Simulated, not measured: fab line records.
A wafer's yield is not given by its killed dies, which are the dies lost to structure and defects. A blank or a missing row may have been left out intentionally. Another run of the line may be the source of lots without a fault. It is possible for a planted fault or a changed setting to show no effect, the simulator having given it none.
A struck lot beside a sound one ; flow nandHarc ; 19 steps out of a route of 1302
Sound: the wafers L663.2, L663.3, L663.6. The struck wafers were L668.2, L668.3, L668.5. At the end, the cause is stated.
For every step that has rows: the tool of each side, followed by ch and its chambers, followed by its first start. Under that, the readings that differ: sound wafers ; struck wafers ; difference of the means ; sigmas: that difference in standard deviations of wafers without a fault.
alike: a reading whose means differ by less than 2 such deviations, as well as words and numbers matching on both sides. not compared: withheld readings; readings where some wafer has no value; bounds like >300 that might hide an equal value; numbers whose values overlap and for which the record gives no deviation.
Wherever a step has rows on one side only, a row that says differs or no value, or a row with sigmas, the two part there. When numbers do not overlap yet have no deviation, they are printed without sigmas and do not part them. A reading that every wafer of one side lacks parts them only if that side has two wafers or more.

first, 1 step without rows for these wafers: NHARC_P_ZERO_WELL_HARDBAKE_12 (time 65 s).
NHARC_P_ZERO_WELL_DESCUM_13: chemistry O2, time 3 s.
  sound on rieDiel-06 ch 0,3, day 1 21:23; struck on rieDiel-06 ch 0,2, day 3 23:31
reading;sound;struck;difference;sigmas
oesProductAu (a.u.);1.000 0.991 0.995;1.003 1.015 1.023;+0.018;+2
  alike: drypumpMotorCurrentA, rfVppV, showerheadPlenumPTorr, throttleValvePct
  not compared: rfHoursCounterH
NHARC_P_ZERO_WELL_ETCH_65: etches the open film in N2/H2, target depth 80 nm, overetch 24 nm, time 87.88 s.
  sound on rieDiel-06 ch 0,1,2, day 1 21:32; struck on rieDiel-06 ch 0,3, day 3 23:37
  alike: drypumpMotorCurrentA, h2FlowSccm, oesProductAu, rfFwdPowerW, rfVppV, showerheadPlenumPTorr, throttleValvePct
  not compared: rfHoursCounterH
NHARC_P_ZERO_WELL_ETCH_62: etches the open film in CHF3/Ar, target depth 13 nm, time 6.5 s.
  sound on rieDiel-06 ch 2,3; struck on rieDiel-06 ch 0,2,3
  alike: drypumpMotorCurrentA, oesProductAu, rfFwdPowerW, rfVppV, showerheadPlenumPTorr, throttleValvePct
  not compared: rfHoursCounterH
NHARC_P_ZERO_WELL_ETCH_63: etches the open film in HBr/Cl2, target depth 120 nm, time 40.1 s.
  sound on rieSi-03 ch 0,1,2, day 1 21:42; struck on rieSi-05 ch 2,3, day 3 23:52
  alike: drypumpMotorCurrentA, oesProductAu, rfFwdPowerW, throttleValvePct
  not compared: rfHoursCounterH
then, 7 steps without rows for these wafers: NHARC_P_ZERO_WELL_STRIP_15 (strips in SPM, time 900 s); NHARC_P_ZERO_WELL_DEHYDRATE_16 (time 120 s); NHARC_P_ZERO_WELL_HMDS_17 (time 30 s); NHARC_P_ZERO_WELL_COAT_18; NHARC_P_ZERO_WELL_SOFTBAKE_19 (time 95 s); NHARC_P_ZERO_WELL_EBR_20; NHARC_P_ZERO_WELL_EXPOSE_21 (exposes mask P NWELL, target cd 720 nm).
NHARC_P_ZERO_WELL_PEB_22: peb time 85 s.
  sound on lithoTrack-02 ch 0, day 1 22:33; struck on lithoTrack-02 ch 0, day 4 00:42
reading;sound;struck;difference;sigmas
heaterPowerTotalW (W);164.14 163.74 163.61;172.84 172.76 172.73;+8.95;+32
plateTempC (C);118.03 117.96 118.07;122.28 122.46 122.20;+4.29;+27
then, 1 step without rows for these wafers: NHARC_P_ZERO_WELL_DEVELOP_23 (time 70 s).
NHARC_P_ZERO_WELL_CD_MEAS_24: target cd 720 nm.
  sound on cdSem-02 ch 0, day 1 22:38; struck on cdSem-02 ch 0, day 4 00:47
reading;sound;struck;difference;sigmas
cdNm (nm);722.1 722.0 722.0;726.1 727.4 726.3;+4.6;+3
then, 1 step without rows for these wafers: NHARC_P_ZERO_WELL_HARDBAKE_25 (time 80 s).
NHARC_P_ZERO_WELL_DESCUM_26: chemistry O2, time 3 s.
  sound on rieDiel-10 ch 0,1,3, day 1 22:49; struck on rieDiel-06 ch 2,3, day 4 01:00
reading;sound;struck;difference;sigmas
oesProductAu (a.u.);1.003 0.981 0.976;1.004 1.017 1.021;+0.027;+3
model.P_ZERO_WELL.cdNm (nm);722.6 721.8 722;726.6 727.9 726.5;+4.9;
  alike: drypumpMotorCurrentA, rfVppV, showerheadPlenumPTorr, throttleValvePct
  not compared: rfHoursCounterH
then, 2 steps without rows for these wafers: NHARC_P_ZERO_WELL_IMPLANT_27; NHARC_END_SORT_01.

== WHERE THEY PART ==
At NHARC_P_ZERO_WELL_DESCUM_13 first; at NHARC_P_ZERO_WELL_DESCUM_26 last (within this record only).

WHY: what had been put in by the simulator
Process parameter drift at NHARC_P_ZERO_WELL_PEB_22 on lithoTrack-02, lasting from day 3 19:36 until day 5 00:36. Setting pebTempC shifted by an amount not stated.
